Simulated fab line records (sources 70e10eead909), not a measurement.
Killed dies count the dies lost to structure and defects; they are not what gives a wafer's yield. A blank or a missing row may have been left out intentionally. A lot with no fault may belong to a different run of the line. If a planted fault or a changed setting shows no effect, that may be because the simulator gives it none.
Which tool was responsible? + flow nand-harc + 72 wafers from 24 lots sampled at 6 of the route's 1159 steps

## WHAT THE GAUGES SHOWED, per wafer
NHARC_A_CONTACT_CD_MEAS_69: target cd 200 nm. Usual: cd-nm 200.0 nm, standard deviation 0.4.
| lot  | measured     | on        | cd-nm (nm)        | flag |
|------|--------------|-----------|-------------------|------|
| L075 | day 16 19:19 | cd-sem-03 | 199.5 199.7 199.9 |      |
| L074 | day 16 20:52 | cd-sem-01 | 200.4 200.5 200.2 |      |
| L076 | day 17 00:29 | cd-sem-01 | 200.0 200.1 200.5 |      |
| L077 | day 17 01:55 | cd-sem-01 | 199.8 199.4 199.5 |      |
| L079 | day 18 06:40 | cd-sem-01 | 200.6 200.0 200.0 |      |
| L080 | day 18 08:22 | cd-sem-01 | 199.9 200.4 199.8 |      |
| L078 | day 18 03:31 | cd-sem-03 | 199.3 199.5 199.5 |      |
| L083 | day 18 18:46 | cd-sem-02 | 200.1 199.9 199.7 |      |
| L082 | day 18 16:55 | cd-sem-03 | 199.7 200.4 199.4 |      |
| L081 | day 18 22:45 | cd-sem-03 | 200.7 200.5 200.2 |      |
| L086 | day 19 09:47 | cd-sem-03 | 201.0 200.1 200.5 |      |
| L084 | day 19 12:09 | cd-sem-01 | 200.0 199.8 200.6 |      |
| L085 | day 19 18:31 | cd-sem-01 | 200.6 200.7 200.4 |      |
| L087 | day 19 23:34 | cd-sem-02 | 200.6 200.3 200.5 |      |
| L089 | day 20 03:58 | cd-sem-01 | 200.6 199.8 199.9 |      |
| L088 | day 20 04:35 | cd-sem-01 | 199.9 200.0 199.8 |      |
| L090 | day 20 23:22 | cd-sem-01 | 199.6 199.6 199.7 |      |
| L093 | day 21 01:29 | cd-sem-01 | 200.6 200.2 200.9 |      |
| L091 | day 21 07:53 | cd-sem-03 | 200.0 200.2 200.7 |      |
| L094 | day 21 20:13 | cd-sem-01 | 200.0 199.8 200.1 |      |
| L092 | day 22 00:49 | cd-sem-01 | 200.6 200.1 199.7 |      |
| L095 | day 22 01:29 | cd-sem-01 | 200.1 199.9 200.8 |      |
| L096 | day 22 06:17 | cd-sem-02 | 199.7 199.9 199.6 |      |
| L097 | day 22 12:02 | cd-sem-03 | 200.3 199.4 200.3 |      |

## WHAT TOOL EACH LOT RAN ON (gives the tool, then ch and the chambers of the sampled wafers, and finally the start)
| lot  | NHARC_A_WL_FILL_STRIP_29           | NHARC_A_WL_FILL_CMP_12        | NHARC_A_CONTACT_DEP_24          | NHARC_A_CONTACT_ETCH_116             | NHARC_A_CONTACT_ETCH_121             |
|------|------------------------------------|-------------------------------|---------------------------------|--------------------------------------|--------------------------------------|
| L075 | rie-diel-10 ch 0,2, day 15 12:26   | cmp-02 ch 0,2,3, day 15 23:39 | pecvd-01 ch 1,2, day 16 00:13   | har-cap-etch-01 ch 0,1, day 16 09:06 | har-cap-etch-01 ch 0,1, day 16 09:33 |
| L074 | rie-diel-13 ch 0,1,2, day 15 15:36 | cmp-02 ch 1,2, day 16 04:07   | pecvd-03 ch 0,2, day 16 04:49   | har-cap-etch-01 ch 0,1, day 16 12:49 | har-cap-etch-01 ch 0,1, day 16 13:16 |
| L076 | rie-diel-03 ch 0,1, day 15 22:17   | cmp-03 ch 0,3, day 16 08:59   | pecvd-03 ch 0,2, day 16 09:30   | har-cap-etch-03 ch 0,1, day 16 18:40 | har-cap-etch-03 ch 0,1, day 16 19:07 |
| L077 | rie-diel-03 ch 0,1,2, day 15 22:19 | cmp-01 ch 0,2,3, day 16 09:13 | pecvd-01 ch 1,2, day 16 09:48   | har-cap-etch-02 ch 0,1, day 16 19:31 | har-cap-etch-02 ch 0,1, day 16 19:59 |
| L079 | rie-diel-13 ch 0,1, day 17 03:59   | cmp-01 ch 0,3, day 17 15:25   | pecvd-03 ch 0,2, day 17 16:05   | har-cap-etch-01 ch 0,1, day 17 22:24 | har-cap-etch-01 ch 0,1, day 17 22:51 |
| L080 | rie-diel-03 ch 0,1,2, day 17 04:00 | cmp-03 ch 0,2, day 17 19:34   | pecvd-03 ch 1,2, day 17 20:19   | har-cap-etch-03 ch 0,1, day 18 01:50 | har-cap-etch-03 ch 0,1, day 18 02:18 |
| L078 | rie-diel-10 ch 0,2,3, day 17 04:02 | cmp-02 ch 0,2,3, day 17 15:20 | pecvd-01 ch 0,1,2, day 17 15:54 | har-cap-etch-02 ch 0,1, day 17 21:26 | har-cap-etch-02 ch 0,1, day 17 21:53 |
| L083 | rie-diel-10 ch 1,2, day 17 17:01   | cmp-01 ch 0,1, day 18 06:24   | pecvd-03 ch 0,1,2, day 18 06:57 | har-cap-etch-01 ch 0,1, day 18 13:10 | har-cap-etch-01 ch 0,1, day 18 13:37 |
| L082 | rie-diel-13 ch 0,1,2, day 17 17:28 | cmp-03 ch 0,1,2, day 18 04:07 | pecvd-01 ch 0,1, day 18 04:46   | har-cap-etch-02 ch 0,1, day 18 11:02 | har-cap-etch-02 ch 0,1, day 18 11:29 |
| L081 | rie-diel-10 ch 1,2,3, day 17 20:45 | cmp-03 ch 0,1,2, day 18 11:46 | pecvd-02 ch 0,2, day 18 12:23   | har-cap-etch-03 ch 1, day 18 17:59   | har-cap-etch-03 ch 1, day 18 18:26   |
| L086 | rie-diel-03 ch 0,2,3, day 18 11:02 | cmp-02 ch 1,2, day 18 22:36   | pecvd-02 ch 0,1,2, day 18 23:16 | har-cap-etch-02 ch 0,1, day 19 04:34 | har-cap-etch-02 ch 0,1, day 19 05:01 |
| L084 | rie-diel-13 ch 0,2,3, day 18 13:43 | cmp-01 ch 0,1,3, day 19 00:49 | pecvd-02 ch 1,2, day 19 01:19   | har-cap-etch-03 ch 0, day 19 07:17   | har-cap-etch-03 ch 0, day 19 07:44   |
| L085 | rie-diel-03 ch 1,2,3, day 18 18:47 | cmp-02 ch 2,3, day 19 05:48   | pecvd-01 ch 0,2, day 19 06:31   | har-cap-etch-01 ch 0,1, day 19 12:02 | har-cap-etch-01 ch 0,1, day 19 12:29 |
| L087 | rie-diel-10 ch 1,2,3, day 18 22:28 | cmp-03 ch 0,1,2, day 19 09:05 | pecvd-02 ch 0,2, day 19 09:37   | har-cap-etch-02 ch 0,1, day 19 17:07 | har-cap-etch-02 ch 0,1, day 19 17:34 |
| L089 | rie-diel-03 ch 1,2,3, day 19 03:43 | cmp-02 ch 1,2, day 19 15:59   | pecvd-02 ch 1,2, day 19 16:33   | har-cap-etch-03 ch 0,1, day 19 23:00 | har-cap-etch-03 ch 0,1, day 19 23:27 |
| L088 | rie-diel-13 ch 0,3, day 19 03:43   | cmp-01 ch 1,2, day 19 16:14   | pecvd-01 ch 0,1, day 19 16:47   | har-cap-etch-02 ch 0, day 19 23:42   | har-cap-etch-02 ch 0, day 20 00:09   |
| L090 | rie-diel-13 ch 2,3, day 19 20:32   | cmp-03 ch 1,3, day 20 09:49   | pecvd-03 ch 0,1,2, day 20 10:23 | har-cap-etch-01 ch 1, day 20 17:08   | har-cap-etch-01 ch 1, day 20 17:35   |
| L093 | rie-diel-10 ch 0,2, day 19 20:35   | cmp-03 ch 2,3, day 20 11:55   | pecvd-01 ch 0,1,2, day 20 12:26 | har-cap-etch-02 ch 0,1, day 20 20:17 | har-cap-etch-02 ch 0,1, day 20 20:44 |
| L091 | rie-diel-10 ch 1,2, day 20 05:21   | cmp-01 ch 0,1, day 20 17:31   | pecvd-02 ch 0,2, day 20 18:05   | har-cap-etch-03 ch 1, day 20 23:49   | har-cap-etch-03 ch 1, day 21 00:25   |
| L094 | rie-diel-03 ch 1,2,3, day 20 15:28 | cmp-01 ch 0,2,3, day 21 07:03 | pecvd-01 ch 0,1,2, day 21 07:44 | har-cap-etch-01 ch 0,1, day 21 14:38 | har-cap-etch-01 ch 0,1, day 21 15:05 |
| L092 | rie-diel-13 ch 0,2,3, day 20 15:38 | cmp-02 ch 0,2, day 21 11:18   | pecvd-03 ch 0,2, day 21 11:50   | har-cap-etch-02 ch 0,1, day 21 17:41 | har-cap-etch-02 ch 0,1, day 21 18:08 |
| L095 | rie-diel-13 ch 0,1,3, day 20 18:32 | cmp-02 ch 0,2,3, day 21 14:15 | pecvd-02 ch 0,1, day 21 14:46   | har-cap-etch-01 ch 0,1, day 21 20:38 | har-cap-etch-01 ch 0,1, day 21 21:05 |
| L096 | rie-diel-13 ch 0,2,3, day 21 01:50 | cmp-01 ch 0,1,3, day 21 19:25 | pecvd-03 ch 0,1, day 21 20:01   | har-cap-etch-02 ch 0,1, day 22 01:22 | har-cap-etch-02 ch 0,1, day 22 01:49 |
| L097 | rie-diel-10 ch 0,1,3, day 21 09:55 | cmp-03 ch 1,2,3, day 22 00:35 | pecvd-02 ch 0,2, day 22 01:08   | har-cap-etch-01 ch 0,1, day 22 06:38 | har-cap-etch-01 ch 0,1, day 22 07:05 |
- NHARC_A_WL_FILL_STRIP_29: strips in O2, time 20 s.
- NHARC_A_WL_FILL_CMP_12: polishes, t overpolish 30 s, target thk 75 nm.
- NHARC_A_CONTACT_DEP_24: deposits SiO2, target thk 500 nm.
- NHARC_A_CONTACT_ETCH_116: etches the open film in C4F8/O2/Ar, time 94 s, target depth 922 nm.
- NHARC_A_CONTACT_ETCH_121: etches the open film in C4F8/O2/Ar, time 94 s, target depth 922 nm.

## AS READ BY THE TOOLS THEMSELVES (means over the sampled wafers that have a number; for cases with no such wafer, the mark the record gives instead)
NHARC_A_WL_FILL_STRIP_29. Usual: chamber-pressure-mTorr 59.99 mTorr, standard deviation 0.054; drypump-motor-current-A 5.51 A, standard deviation 0.29; oes-product-au 0.997 a.u., standard deviation 0.0062; rf-vpp-V 57.8 V, standard deviation 0.97; showerhead-plenum-p-Torr 3.46 Torr, standard deviation 0.15; throttle-valve-pct 17.036 %, standard deviation 0.0089.
| lot  | tool        | chamber-pressure-mTorr (mTorr) | drypump-motor-current-A (A) | oes-product-au (a.u.) | rf-vpp-V (V) | showerhead-plenum-p-Torr (Torr) | throttle-valve-pct (%) | flag |
|------|-------------|--------------------------------|-----------------------------|-----------------------|--------------|---------------------------------|------------------------|------|
| L075 | rie-diel-10 | 59.98                          | 5.39                        | 1.001                 | 57.5         | 3.48                            | 17.033                 |      |
| L074 | rie-diel-13 | 60.00                          | 5.43                        | 0.997                 | 57.3         | 3.45                            | 17.041                 |      |
| L076 | rie-diel-03 | 60.00                          | 5.27                        | 0.996                 | 57.5         | 3.41                            | 17.037                 |      |
| L077 | rie-diel-03 | 60.00                          | 5.38                        | 0.994                 | 57.4         | 3.36                            | 17.035                 |      |
| L079 | rie-diel-13 | 59.96                          | 5.50                        | 0.993                 | 58.1         | 3.52                            | 17.038                 |      |
| L080 | rie-diel-03 | 60.02                          | 5.38                        | 0.994                 | 57.0         | 3.35                            | 17.041                 |      |
| L078 | rie-diel-10 | 59.98                          | 5.58                        | 1.000                 | 58.1         | 3.49                            | 17.037                 |      |
| L083 | rie-diel-10 | 59.99                          | 5.40                        | 0.999                 | 57.5         | 3.40                            | 17.034                 |      |
| L082 | rie-diel-13 | 59.96                          | 5.43                        | 0.994                 | 58.1         | 3.45                            | 17.023                 |      |
| L081 | rie-diel-10 | 60.06                          | 5.64                        | 0.997                 | 57.0         | 3.41                            | 17.028                 |      |
| L086 | rie-diel-03 | 60.01                          | 5.30                        | 1.001                 | 57.1         | 3.47                            | 17.038                 |      |
| L084 | rie-diel-13 | 60.03                          | 5.52                        | 1.004                 | 58.3         | 3.47                            | 17.031                 |      |
| L085 | rie-diel-03 | 60.00                          | 5.53                        | 0.999                 | 57.4         | 3.41                            | 17.037                 |      |
| L087 | rie-diel-10 | 59.96                          | 5.61                        | 0.996                 | 58.2         | 3.41                            | 17.037                 |      |
| L089 | rie-diel-03 | 60.00                          | 5.50                        | 1.002                 | 57.9         | 3.41                            | 17.036                 |      |
| L088 | rie-diel-13 | 60.01                          | 5.70                        | 0.987                 | 57.9         | 3.56                            | 17.031                 |      |
| L090 | rie-diel-13 | 59.97                          | 5.37                        | 0.995                 | 57.7         | 3.44                            | 17.041                 |      |
| L093 | rie-diel-10 | 59.97                          | 5.40                        | 0.993                 | 57.9         | 3.47                            | 17.035                 |      |
| L091 | rie-diel-10 | 60.01                          | 5.43                        | 0.991                 | 57.1         | 3.39                            | 17.033                 |      |
| L094 | rie-diel-03 | 59.99                          | 5.51                        | 0.995                 | 57.0         | 3.41                            | 17.036                 |      |
| L092 | rie-diel-13 | 59.90                          | 5.52                        | 1.000                 | 58.3         | 3.47                            | 17.046                 |      |
| L095 | rie-diel-13 | 60.02                          | 5.60                        | 1.000                 | 58.0         | 3.54                            | 17.031                 |      |
| L096 | rie-diel-13 | 59.94                          | 5.53                        | 0.999                 | 57.7         | 3.47                            | 17.036                 |      |
| L097 | rie-diel-10 | 59.97                          | 5.85                        | 0.999                 | 58.9         | 3.57                            | 17.027                 |      |

NHARC_A_WL_FILL_CMP_12. Usual: motor-current-A 12.4 A, standard deviation 1.3; overpolish-run-s 30.000 s, standard deviation 0.0094; retaining-ring-pressure-frac 1.000, standard deviation 0.0049; time-to-endpoint-s 15.4 s, standard deviation 1.7.
| lot  | tool   | motor-current-A (A) | overpolish-run-s (s) | retaining-ring-pressure-frac | time-to-endpoint-s (s) | flag |
|------|--------|---------------------|----------------------|------------------------------|------------------------|------|
| L075 | cmp-02 | 12.6                | 30.006               | 1.000                        | 16.0                   |      |
| L074 | cmp-02 | 13.7                | 30.001               | 1.000                        | 16.4                   |      |
| L076 | cmp-03 | 13.6                | 30.004               | 0.999                        | 12.0                   |      |
| L077 | cmp-01 | 11.5                | 30.004               | 1.003                        | 15.3                   |      |
| L079 | cmp-01 | 12.4                | 30.008               | 1.001                        | 18.4                   |      |
| L080 | cmp-03 | 11.0                | 29.984               | 0.997                        | 16.2                   |      |
| L078 | cmp-02 | 12.2                | 29.986               | 0.998                        | 14.7                   |      |
| L083 | cmp-01 | 11.9                | 30.001               | 1.000                        | 15.9                   |      |
| L082 | cmp-03 | 11.9                | 30.001               | 0.997                        | 16.9                   |      |
| L081 | cmp-03 | 11.4                | 29.992               | 1.003                        | 16.0                   |      |
| L086 | cmp-02 | 13.8                | 29.994               | 0.998                        | 15.4                   |      |
| L084 | cmp-01 | 11.7                | 30.000               | 0.999                        | 16.1                   |      |
| L085 | cmp-02 | 12.3                | 29.998               | 1.000                        | 18.4                   |      |
| L087 | cmp-03 | 11.7                | 29.997               | 1.005                        | 16.7                   |      |
| L089 | cmp-02 | 14.1                | 30.001               | 1.004                        | 14.7                   |      |
| L088 | cmp-01 | 11.0                | 29.999               | 1.001                        | 14.8                   |      |
| L090 | cmp-03 | 13.8                | 30.000               | 0.998                        | 14.1                   |      |
| L093 | cmp-03 | 12.1                | 29.996               | 1.005                        | 15.0                   |      |
| L091 | cmp-01 | 12.2                | 29.990               | 0.998                        | 15.2                   |      |
| L094 | cmp-01 | 11.6                | 29.994               | 0.999                        | 14.4                   |      |
| L092 | cmp-02 | 13.2                | 30.003               | 1.000                        | 15.6                   |      |
| L095 | cmp-02 | 12.5                | 29.999               | 1.000                        | 14.9                   |      |
| L096 | cmp-01 | 12.4                | 29.998               | 1.001                        | 16.5                   |      |
| L097 | cmp-03 | 12.7                | 30.012               | 0.998                        | 14.5                   |      |

NHARC_A_CONTACT_DEP_24. Usual: heater-power-w 559 W, standard deviation 93; throttle-valve-pct 15.9 %, standard deviation 0.41.
| lot  | tool     | heater-power-w (W) | throttle-valve-pct (%) | flag |
|------|----------|--------------------|------------------------|------|
| L075 | pecvd-01 | 532                | 16.2                   |      |
| L074 | pecvd-03 | 510                | 16.2                   |      |
| L076 | pecvd-03 | 468                | 16.1                   |      |
| L077 | pecvd-01 | 579                | 16.7                   |      |
| L079 | pecvd-03 | 480                | 16.1                   |      |
| L080 | pecvd-03 | 592                | 15.7                   |      |
| L078 | pecvd-01 | 550                | 16.3                   |      |
| L083 | pecvd-03 | 528                | 16.1                   |      |
| L082 | pecvd-01 | 597                | 15.9                   |      |
| L081 | pecvd-02 | 640                | 15.9                   |      |
| L086 | pecvd-02 | 645                | 15.8                   |      |
| L084 | pecvd-02 | 686                | 15.9                   |      |
| L085 | pecvd-01 | 552                | 15.9                   |      |
| L087 | pecvd-02 | 603                | 16.0                   |      |
| L089 | pecvd-02 | 617                | 15.9                   |      |
| L088 | pecvd-01 | 523                | 15.6                   |      |
| L090 | pecvd-03 | 542                | 16.0                   |      |
| L093 | pecvd-01 | 574                | 16.0                   |      |
| L091 | pecvd-02 | 608                | 16.1                   |      |
| L094 | pecvd-01 | 585                | 15.8                   |      |
| L092 | pecvd-03 | 545                | 15.6                   |      |
| L095 | pecvd-02 | 487                | 16.1                   |      |
| L096 | pecvd-03 | 449                | 15.3                   |      |
| L097 | pecvd-02 | 655                | 16.1                   |      |

NHARC_A_CONTACT_ETCH_116. Usual: chamber-pressure-mTorr 20.000 mTorr, standard deviation 0.017; oes-air-line-au 1.000 a.u., standard deviation 0.019.
| lot  | tool            | chamber-pressure-mTorr (mTorr) | oes-air-line-au (a.u.) | flag |
|------|-----------------|--------------------------------|------------------------|------|
| L075 | har-cap-etch-01 | 19.998                         | 0.988                  |      |
| L074 | har-cap-etch-01 | 20.015                         | 0.999                  |      |
| L076 | har-cap-etch-03 | 20.004                         | 0.997                  |      |
| L077 | har-cap-etch-02 | 19.997                         | 1.010                  |      |
| L079 | har-cap-etch-01 | 19.985                         | 0.987                  |      |
| L080 | har-cap-etch-03 | 20.004                         | 0.987                  |      |
| L078 | har-cap-etch-02 | 19.986                         | 0.984                  |      |
| L083 | har-cap-etch-01 | 20.004                         | 1.023                  |      |
| L082 | har-cap-etch-02 | 19.994                         | 1.016                  |      |
| L081 | har-cap-etch-03 | 19.996                         | 0.993                  |      |
| L086 | har-cap-etch-02 | 19.996                         | 1.016                  |      |
| L084 | har-cap-etch-03 | 20.009                         | 0.999                  |      |
| L085 | har-cap-etch-01 | 20.018                         | 0.997                  |      |
| L087 | har-cap-etch-02 | 20.005                         | 1.015                  |      |
| L089 | har-cap-etch-03 | 19.997                         | 0.978                  |      |
| L088 | har-cap-etch-02 | 20.002                         | 1.011                  |      |
| L090 | har-cap-etch-01 | 20.003                         | 1.021                  |      |
| L093 | har-cap-etch-02 | 19.995                         | 1.005                  |      |
| L091 | har-cap-etch-03 | 19.996                         | 0.970                  |      |
| L094 | har-cap-etch-01 | 20.014                         | 0.995                  |      |
| L092 | har-cap-etch-02 | 20.003                         | 1.015                  |      |
| L095 | har-cap-etch-01 | 20.005                         | 1.006                  |      |
| L096 | har-cap-etch-02 | 20.017                         | 1.004                  |      |
| L097 | har-cap-etch-01 | 20.019                         | 1.003                  |      |

NHARC_A_CONTACT_ETCH_121. Usual: chamber-pressure-mTorr 19.999 mTorr, standard deviation 0.021; oes-air-line-au 0.999 a.u., standard deviation 0.02.
| lot  | tool            | chamber-pressure-mTorr (mTorr) | oes-air-line-au (a.u.) | flag |
|------|-----------------|--------------------------------|------------------------|------|
| L075 | har-cap-etch-01 | 20.018                         | 1.007                  |      |
| L074 | har-cap-etch-01 | 20.022                         | 0.986                  |      |
| L076 | har-cap-etch-03 | 19.999                         | 0.984                  |      |
| L077 | har-cap-etch-02 | 20.004                         | 1.003                  |      |
| L079 | har-cap-etch-01 | 20.015                         | 0.999                  |      |
| L080 | har-cap-etch-03 | 20.003                         | 1.005                  |      |
| L078 | har-cap-etch-02 | 19.993                         | 1.018                  |      |
| L083 | har-cap-etch-01 | 19.990                         | 1.013                  |      |
| L082 | har-cap-etch-02 | 19.990                         | 1.000                  |      |
| L081 | har-cap-etch-03 | 19.995                         | 0.997                  |      |
| L086 | har-cap-etch-02 | 20.010                         | 1.007                  |      |
| L084 | har-cap-etch-03 | 20.012                         | 0.989                  |      |
| L085 | har-cap-etch-01 | 19.983                         | 0.999                  |      |
| L087 | har-cap-etch-02 | 20.008                         | 1.013                  |      |
| L089 | har-cap-etch-03 | 20.007                         | 1.006                  |      |
| L088 | har-cap-etch-02 | 19.989                         | 1.012                  |      |
| L090 | har-cap-etch-01 | 19.999                         | 0.996                  |      |
| L093 | har-cap-etch-02 | 20.015                         | 0.996                  |      |
| L091 | har-cap-etch-03 | 19.995                         | 0.999                  |      |
| L094 | har-cap-etch-01 | 19.979                         | 1.007                  |      |
| L092 | har-cap-etch-02 | 19.988                         | 0.998                  |      |
| L095 | har-cap-etch-01 | 19.999                         | 0.992                  |      |
| L096 | har-cap-etch-02 | 20.008                         | 0.996                  |      |
| L097 | har-cap-etch-01 | 20.003                         | 1.000                  |      |

## THE ANSWER, worked out from the rows above alone
Rule: a lot counts as off when the mean over its wafers that have a number is more than 3 standard deviations away from the usual mean. Also off: a lot with no number at a reading for which 4 or more lots have one. Where the step has rows for the other lots, those lots are counted as sound. Order of review: gauges by route order, followed by the tools' own readings, for which a lot's mean as printed above is used. At the first step where some lot is off, the reading lying furthest off is the one used; lots without a number count as furthest.
Across all readings shown, no lot is off: no conclusion can be drawn from this.

## WHAT HAD BEEN PUT IN BY THE SIMULATOR
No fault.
